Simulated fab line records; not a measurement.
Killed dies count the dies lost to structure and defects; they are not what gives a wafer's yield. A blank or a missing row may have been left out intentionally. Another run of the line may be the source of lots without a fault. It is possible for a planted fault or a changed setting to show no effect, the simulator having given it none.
Chamber matching | flow n5-finfet | rie-diel-05 running N5_BEOL_M7_STRIP_36: 4 sister chambers
The step strips in N2/H2. 4 wafers are shown with their chamber, then 8 later ones without.

WAFERS WITH THEIR CHAMBER
wafer  | chamber | throttle-valve-pct (%)
L086.1 | 2       | 23.72
L085.4 | 1       | 23.48
L085.6 | 3       | 23.98
L093.1 | 0       | 23.46

WAFERS WITH NO CHAMBER GIVEN
wafer  | throttle-valve-pct (%)
L093.2 | 23.79
L093.3 | 23.48
L093.4 | 23.99
L093.5 | 23.51
L093.6 | 23.51
L096.3 | 23.79
L096.5 | 24.02
L096.6 | 23.53

CHAMBER TAKEN BY EACH
wafer  | from the rows above     | in truth
L093.2 | 2                       | 2
L093.3 | can't be placed: 1 or 0 | 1
L093.4 | 3                       | 3
L093.5 | can't be placed: 1 or 0 | 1
L093.6 | can't be placed: 1 or 0 | 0
L096.3 | 2                       | 2
L096.5 | 3                       | 3
L096.6 | can't be placed: 1 or 0 | 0
Correct placement for 4 of the 8. Can't be placed from these rows: 4 (the true chamber is among the candidates in 4). Placed wrongly: 0.
How it was worked out, from the rows above alone: a wafer's distance from a chamber is the root of the sum, over the readings, of the square of ((its reading less the chamber's mean) divided by the reading's scatter). The wafer belongs to the nearest chamber; if the next one is less than 2 further off, it can't be placed. Each chamber's mean is taken over the wafers shown for it. The scatter (one wafer shown for each chamber): square how far every hidden wafer sits from the nearest shown wafer, average those squares and take the square root.
